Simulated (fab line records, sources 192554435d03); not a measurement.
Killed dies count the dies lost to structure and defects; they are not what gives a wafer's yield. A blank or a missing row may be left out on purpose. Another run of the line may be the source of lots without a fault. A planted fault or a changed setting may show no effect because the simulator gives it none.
Split-lot study + flow n5 finfet + 21 wafers read from 7 lots, route of 1938 steps

== ABOUT THE SPLIT ==
At N5_BEOL_M7_ETCH_61 (etches SiARC in CF4, target depth 45.5 nm, time 75.8 s), the setting source w was moved away from the recipe's 545 W on 5 of the 21 wafers read, by -7.3% to +15.0%. All remaining wafers had this setting at the recipe value.

The reading is taken at the split's own step.

== THE READING ==
rf vpp V, in V, at N5_BEOL_M7_ETCH_61 (etches SiARC in CF4, target depth 45.5 nm, time 75.8 s). Fault-free wafers of this fab line usually give 183.9 V, standard deviation 1.2 V.

| wafer  | tool, chamber at the split | source w as run, W | against the recipe | rf vpp V, V | against lot-mates on the recipe |
|--------|----------------------------|--------------------|--------------------|-------------|---------------------------------|
| L075.1 | rie diel-03, 3             | 570.1              | +4.6%              | 181.3       | -2.8                            |
| L075.3 | rie diel-03, 0             | 545                | recipe             | 184.7       | -                               |
| L075.6 | rie diel-03, 1             | 545                | recipe             | 183.5       | -                               |
| L078.2 | rie diel-01, 0             | 545                | recipe             | 183.2       | -                               |
| L078.3 | rie diel-01, 1             | 545                | recipe             | 184.2       | -                               |
| L078.6 | rie diel-01, 1             | 545                | recipe             | 185.5       | -                               |
| L081.4 | rie diel-03, 3             | 617                | +13.2%             | 174.7       | -8.8                            |
| L081.5 | rie diel-03, 1             | 545                | recipe             | 182.7       | -                               |
| L081.6 | rie diel-03, 0             | 545                | recipe             | 184.3       | -                               |
| L080.3 | rie diel-03, 3             | 626.8              | +15.0%             | 174.6       | -9.3                            |
| L080.5 | rie diel-03, 0             | 545                | recipe             | 185.9       | -                               |
| L080.6 | rie diel-03, 1             | 545                | recipe             | 181.8       | -                               |
| L082.2 | rie diel-06, 2             | 505.2              | -7.3%              | 188.2       | +6.8                            |
| L082.3 | rie diel-06, 0             | 545                | recipe             | 181.4       | -                               |
| L082.6 | rie diel-06, 0             | 505.2              | -7.3%              | 187.0       | +5.6                            |
| L084.1 | rie diel-03, 2             | 545                | recipe             | 185.5       | -                               |
| L084.3 | rie diel-03, 0             | 545                | recipe             | 183.0       | -                               |
| L084.4 | rie diel-03, 1             | 545                | recipe             | 181.5       | -                               |
| L091.2 | rie diel-01, 3             | 545                | recipe             | 183.9       | -                               |
| L091.5 | rie diel-01, 1             | 545                | recipe             | 184.2       | -                               |
| L091.6 | rie diel-01, 3             | 545                | recipe             | 184.3       | -                               |

THE FIT
A straight line over all 21 wafers: rf vpp V changes by -0.611 V for each +1% of source w; r = -0.93; the points scatter about the line by 1.3 V.
The same after taking each lot's own level away (the mean of its wafers on the recipe; 21 wafers): -0.686 V for each +1%; r = -0.95; scatter 1.2 V.
Per that fit: largest source w move, reading shift of 10 V.
The span of the lots' own levels, 181.40 to 184.30 V, comes to 2.4 times the standard deviation stated above.
Thus the slope moves with the lot-to-lot level: the two fits are different.
Check: with one of the wafers moved furthest among these (+15.0%) left out of the fit, the line predicts -10.8 V for it against its lot-mates. It came out at -9.25 V against them.
Tool readings at the split's step, against how far the setting was moved: etch rf on time s r = -0.87; rf vpp V r = -0.93.

== ADDITIONAL SPLITS CARRIED BY THESE WAFERS ==
These wafers also went through other splits before the reading. Each is held against what the fit with the lots' levels taken away leaves over:
| other split on the same wafers | wafers away from the commonest value | r with rf vpp V (lot level and that fit taken away) |
|--------------------------------|--------------------------------------|-----------------------------------------------------|
| N5_BEOL_M6_COAT_63 spin rpm    | 5                                    | -0.08                                               |
| N5_BEOL_M6_COAT_22 spin rpm    | 10                                   | +0.19                                               |
| N5_BEOL_M7_EXPOSE_08 dose mj   | 6                                    | +0.11                                               |

== THE WHOLE CHAIN: every reading that the file lists as answering this split, in the file's order ==
| step               | what it does                                           | reading           | change (the file's fit)              | r (the file's) |
|--------------------|--------------------------------------------------------|-------------------|--------------------------------------|----------------|
| N5_BEOL_M7_ETCH_61 | etches SiARC in CF4, target depth 45.5 nm, time 75.8 s | etch rf on time s | withheld for each +1% of the setting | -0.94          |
| N5_BEOL_M7_ETCH_61 | etches SiARC in CF4, target depth 45.5 nm, time 75.8 s | rf vpp V          | -0.659 V for each +1% of the setting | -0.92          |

== THE FILE'S OWN FIT ==
rf vpp V changes by -0.659 V for each +1% of source w, r = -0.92.
